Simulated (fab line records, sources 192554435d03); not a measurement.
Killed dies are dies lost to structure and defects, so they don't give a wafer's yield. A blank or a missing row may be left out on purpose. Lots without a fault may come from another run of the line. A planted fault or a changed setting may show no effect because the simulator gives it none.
Chamber matching | flow n5_finfet | N5_BEOL_M1_PRE_CLEAN_60 on cvd_co-01: 3 sister chambers
The step time 15 s. 3 wafers are shown with their chamber, then 6 later ones without.

WAFERS WITH THEIR CHAMBER
wafer  | chamber | heater_power_outer_w (W)
L738.5 | 2       | 11
L750.1 | 0       | 15
L753.4 | 1       | 40

WAFERS WITHOUT THEIR CHAMBER
wafer  | heater_power_outer_w (W)
L753.5 | 15
L756.2 | 15
L756.5 | 16
L757.2 | 11
L757.3 | 39
L757.5 | 16

WHICH CHAMBER EACH WENT THROUGH
wafer  | from the rows above | in truth
L753.5 | 0                   | 0
L756.2 | 0                   | 0
L756.5 | 0                   | 0
L757.2 | 2                   | 2
L757.3 | 1                   | 1
L757.5 | 0                   | 0
Placed correctly: 6 of 6. Can't be placed from these rows: 0. Placed wrongly: 0.
How it was worked out, from the rows above alone: a wafer's distance from a chamber is the root of the sum, over the readings, of the square of ((its reading less the chamber's mean) divided by the reading's scatter). The wafer belongs to the nearest chamber; if the next one is less than 2 further off, it can't be placed. A chamber's mean is the mean of its shown wafers. The scatter: with one shown wafer a chamber, the root of the mean of the squares of how far each hidden wafer lies from its nearest shown one.
